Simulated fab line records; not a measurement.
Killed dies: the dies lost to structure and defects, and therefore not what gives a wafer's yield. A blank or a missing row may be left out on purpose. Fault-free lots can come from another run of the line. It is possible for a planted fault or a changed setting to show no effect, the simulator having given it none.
Problem report, 8D (eight disciplines) form, completed by code / flow nand-harc / the parts of the form that need people (team, actions taken, sign-off) are left out

== 1. WHAT IS WRONG ==
run-length-s at NHARC_THIN_TSV_ETCH_44 reads a mean of 625.4 s on 1 wafer of 1 lot; wafers without a fault read 818.3 s with a standard deviation of 0.54. That is -99 or more standard deviations from the usual mean.
The step: etches the open film in CF4/O2, target depth 1594.2 nm, time 797.1 s.
First seen on wafer L623.1, day 31 00:53, on rie-diel-04. Wafers with a number at this step in the record: 39, from 13 lots. Rule for "out", or "out of limits": more than 4 standard deviations from the usual mean. Any other wafer with a number is counted as sound.

== 2. WHAT IT IS AND WHAT IT IS NOT ==
question=which readings at this step | is=run-length-s | is not=chamber-pressure-mTorr, drypump-motor-current-A, mfc-ar-sccm, oes-product-au, rf-vpp-V, showerhead-plenum-p-Torr, throttle-valve-pct
question=which lots | is=L623 | is not=L607, L609, L610, L611, L612, L613, L614, L615, L617, L627, L628, L630
question=which wafers of those lots | is=L623.1 | is not=L623.2, L623.6
question=read on which tools | is=rie-diel-04 | is not=rie-diel-09, rie-diel-12
question=when | is=from day 31 00:53 | is not=up to then (29 sound wafers); but 9 sound wafers of L627, L628, L630 came after

== 3. WHAT RULES OUT EACH SUSPECT ==
Counting: any tool at a process step up to the reading remains a suspect provided it ran every lot that is out. Sound lots after the first of them don't rule it out here, since some wafers of a struck lot are sound.
- pecvd-04 at NHARC_THIN_TSV_DEP_43 (deposits SiO2, target thk 1328.5 nm): kept. L623, the lot that is out, went through it at day 30 23:53; up to then, the latest sound lot through it was L615 at day 27 22:58.
- rie-diel-04 at NHARC_THIN_TSV_ETCH_44 (etches the open film in CF4/O2, target depth 1594.2 nm, time 797.1 s): kept. L623, the lot that is out, went through it at day 31 00:53; up to then, the latest sound lot through it was L617 at day 28 11:42. Out on those wafers are its own readings of run-length-s.
- Within pecvd-04 at NHARC_THIN_TSV_DEP_43, the wafers that are out were processed in chamber 1 and their sound lot-mates in chamber 2.
- rie-diel-04, NHARC_THIN_TSV_ETCH_44: wafers that are out in chamber 0, sound lot-mates in chambers 1, 3.
Left after counting: pecvd-04 at NHARC_THIN_TSV_DEP_43, rie-diel-04 at NHARC_THIN_TSV_ETCH_44.

== 4. THE CAUSE (what the simulator had put in) ==
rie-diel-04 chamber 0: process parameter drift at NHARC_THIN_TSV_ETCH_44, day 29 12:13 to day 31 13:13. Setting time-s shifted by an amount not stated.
After counting, 2 suspects remain, this tool included.

== 5. THE CHAIN OF EFFECTS, in route order ==
One row per reading whose mean, taken over the struck wafers that have a number, lies over 3 standard deviations from the usual. Only readings whose record carries a usual standard deviation are examined. hours: median over the lots of the time between each lot's start at the first step of this table that gives one and its start at this step. sigmas: the change, counted in usual standard deviations.
hours=0; step=NHARC_THIN_TSV_ETCH_44; reading=run-length-s; usual=818.3 s; on struck wafers=625.4; change=-192.9; sigmas=-99 or more
Here are the process steps it includes:
- NHARC_THIN_TSV_ETCH_44: etches the open film in CF4/O2, target depth 1594.2 nm, time 797.1 s.
Readings that are blank on the struck wafers while sound wafers have them: rf-fwd-power-W at NHARC_THIN_TSV_ETCH_44.

== 6. WHAT WOULD HAVE CAUGHT IT SOONER ==
First out-of-limits reading in this record: day 31 00:53, which is 37 hours after fault onset at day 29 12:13.
